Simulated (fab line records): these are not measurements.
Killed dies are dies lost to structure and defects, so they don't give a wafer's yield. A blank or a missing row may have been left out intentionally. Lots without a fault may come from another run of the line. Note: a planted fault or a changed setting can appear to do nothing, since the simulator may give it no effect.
Chamber matching / flow n5-finfet / rie-diel-03 running N5_BEOL_M7_DESCUM_33: 4 sister chambers
The step chemistry O2, time 7 s. 4 wafers are shown with their chamber, then 8 later ones without.

## WAFERS, EACH WITH ITS CHAMBER
wafer=L078.6; chamber=2; showerhead-plenum-p-Torr (Torr)=2.18
wafer=L085.4; chamber=1; showerhead-plenum-p-Torr (Torr)=2.17
wafer=L085.6; chamber=0; showerhead-plenum-p-Torr (Torr)=2.15
wafer=L090.1; chamber=3; showerhead-plenum-p-Torr (Torr)=1.92

## WAFERS WITH NO CHAMBER GIVEN
wafer=L090.3; showerhead-plenum-p-Torr (Torr)=2.17
wafer=L090.6; showerhead-plenum-p-Torr (Torr)=1.92
wafer=L093.1; showerhead-plenum-p-Torr (Torr)=2.16
wafer=L093.4; showerhead-plenum-p-Torr (Torr)=2.17
wafer=L093.5; showerhead-plenum-p-Torr (Torr)=2.16
wafer=L094.2; showerhead-plenum-p-Torr (Torr)=2.17
wafer=L094.3; showerhead-plenum-p-Torr (Torr)=1.91
wafer=L094.4; showerhead-plenum-p-Torr (Torr)=2.16

## THE CHAMBER EACH PASSED THROUGH
wafer=L090.3; from the rows above=can't be placed: 1 or 2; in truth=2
wafer=L090.6; from the rows above=3; in truth=3
wafer=L093.1; from the rows above=can't be placed: 1 or 0 or 2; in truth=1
wafer=L093.4; from the rows above=can't be placed: 1 or 2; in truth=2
wafer=L093.5; from the rows above=can't be placed: 1 or 0 or 2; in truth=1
wafer=L094.2; from the rows above=can't be placed: 1 or 2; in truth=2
wafer=L094.3; from the rows above=3; in truth=3
wafer=L094.4; from the rows above=can't be placed: 1 or 0 or 2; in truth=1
Correct placement for 2 of the 8. Not placeable from these rows: 6 (in 6, the candidates include the true chamber). Number placed wrongly: 0.
How it was worked out, from the rows above alone: a wafer's distance from a chamber is the root of the sum, over the readings, of the square of ((its reading less the chamber's mean) divided by the reading's scatter). The wafer belongs to the nearest chamber; if the next one is less than 2 further off, it can't be placed. A chamber's mean is the mean of its shown wafers. The scatter (one wafer shown for each chamber): square how far every hidden wafer sits from the nearest shown wafer, average those squares and take the square root.
